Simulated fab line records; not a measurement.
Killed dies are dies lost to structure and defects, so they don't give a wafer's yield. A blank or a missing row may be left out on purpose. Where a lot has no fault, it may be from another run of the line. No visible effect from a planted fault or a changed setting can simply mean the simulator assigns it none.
Shared-tool check -- flow nand harc -- Sample size 13 lots and 39 wafers

WHY THIS WAS OPENED
On 2 of the 13 lots, a flag is raised at NHARC_A_ONON_D1_THK_MEAS_24 on the reading thk nm. Fault-free wafers read 1001 nm, with a standard deviation of 11.
Rule: a lot is flagged in two cases, either no wafer of it has a number, or all its wafers with numbers fall more than 4 standard deviations from that mean. As for the other lots, they are considered sound.

lot,measured,on,"thk nm (nm), wafer by wafer",flag
L926,day 8 06:14,film metro-02,1014 1015 1014,
L929,day 9 13:06,film metro-02,993 995 996,
L928,day 9 13:07,film metro-01,1028 1029 1026,
L930,day 9 23:49,film metro-01,987 987 988,
L931,day 10 07:45,film metro-02,991 989 989,
L933,day 11 07:03,film metro-02,999 999 999,
L935,day 11 23:33,film metro-01,987 989 988,
L937,day 12 17:55,film metro-02,1002 1001 1001,
L939,day 13 13:24,film metro-02,999 1000 997,
L940,day 14 04:47,film metro-01,284 284 282,FLAGGED
L942,day 15 07:14,film metro-01,299 297 299,FLAGGED
L948,day 17 14:21,film metro-01,1021 1022 1020,
L949,day 17 14:21,film metro-02,1007 1008 1006,
The numbers of the flagged lots are 291 nm on average: -710 nm against the usual, or -65 standard deviations.

WHICH TOOL EACH LOT WENT THROUGH
2 process steps preceding the reading are held in the record, out of 1302 steps in the route. Read each cell as the tool, then ch plus the chambers that the sampled wafers visited, then the start.
lot,flag,NHARC_A_ZERO_WELL_ETCH_13,NHARC_A_ONON_D1_DEP_22
L926,,"rie si-05 ch 0,1, day 6 21:38","pecvd onon-04 ch 0, day 8 05:43"
L929,,"rie si-03 ch 1,3, day 7 23:56","pecvd onon-01 ch 0, day 9 12:35"
L928,,"rie si-03 ch 0,1,3, day 8 01:59","pecvd onon-03 ch 0, day 9 12:37"
L930,,"rie si-05 ch 1,2, day 8 13:34","pecvd onon-03 ch 0, day 9 23:22"
L931,,"rie si-04 ch 1,2, day 8 22:28","pecvd onon-03 ch 0, day 10 07:22"
L933,,"rie si-04 ch 0,1,3, day 9 22:02","pecvd onon-01 ch 0, day 11 06:39"
L935,,"rie si-05 ch 0,1,2, day 10 12:01","pecvd onon-03 ch 0, day 11 23:03"
L937,,"rie si-04 ch 0,1,3, day 11 07:08","pecvd onon-04 ch 0, day 12 17:32"
L939,,"rie si-05 ch 0,1,3, day 12 05:09","pecvd onon-03 ch 0, day 13 12:56"
L940,FLAGGED,"rie si-05 ch 0,1, day 12 19:31","pecvd onon-03 ch 0, day 14 04:28"
L942,FLAGGED,"rie si-03 ch 0,3, day 13 20:17","pecvd onon-03 ch 0, day 15 06:47"
L948,,"rie si-03 ch 0,1,3, day 16 01:55","pecvd onon-03 ch 0, day 17 13:54"
L949,,"rie si-03 ch 1,2, day 16 05:13","pecvd onon-04 ch 0, day 17 13:54"
What the steps here do:
- NHARC_A_ZERO_WELL_ETCH_13: etches the open film in HBr/Cl2, target depth 120 nm, time 40.1 s.
- NHARC_A_ONON_D1_DEP_22: target thk 1000 nm.
- NHARC_A_ONON_D1_THK_MEAS_24: measures by ellipsometry.

FLAGGED OVER TOTAL, TOOL BY TOOL (the gauges that took the reading come last)
step,tool,lots run,flagged,share of the flagged lots,sound lots run after its first flagged lot
NHARC_A_ZERO_WELL_ETCH_13,rie si-03,5,1,some,"2 (L948,L949)"
NHARC_A_ZERO_WELL_ETCH_13,rie si-04,3,0,none,-
NHARC_A_ZERO_WELL_ETCH_13,rie si-05,5,1,some,0
NHARC_A_ONON_D1_DEP_22,pecvd onon-01,2,0,none,-
NHARC_A_ONON_D1_DEP_22,pecvd onon-03,8,2,all,1 (L948)
NHARC_A_ONON_D1_DEP_22,pecvd onon-04,3,0,none,-
NHARC_A_ONON_D1_THK_MEAS_24,film metro-01,6,2,all,1 (L948)
NHARC_A_ONON_D1_THK_MEAS_24,film metro-02,7,0,none,-

WHAT THE TABLE ALLOWS
In 2 table rows, all flagged lots were run: pecvd onon-03 (NHARC_A_ONON_D1_DEP_22), film metro-01 (NHARC_A_ONON_D1_THK_MEAS_24).
- pecvd onon-03 at NHARC_A_ONON_D1_DEP_22: 2 of its 8 lots flagged. Sound lots ran on it after the first flagged one (L948), which a lasting fault on the whole tool wouldn't allow.
- film metro-01 at NHARC_A_ONON_D1_THK_MEAS_24: 2 of its 6 lots flagged. Sound lots ran on it after the first flagged one (L948), which a lasting fault on the whole tool wouldn't allow.
Every row of the table either missed a flagged lot or ran a sound lot after the first.

WHAT WAS PUT IN BY THE SIMULATOR
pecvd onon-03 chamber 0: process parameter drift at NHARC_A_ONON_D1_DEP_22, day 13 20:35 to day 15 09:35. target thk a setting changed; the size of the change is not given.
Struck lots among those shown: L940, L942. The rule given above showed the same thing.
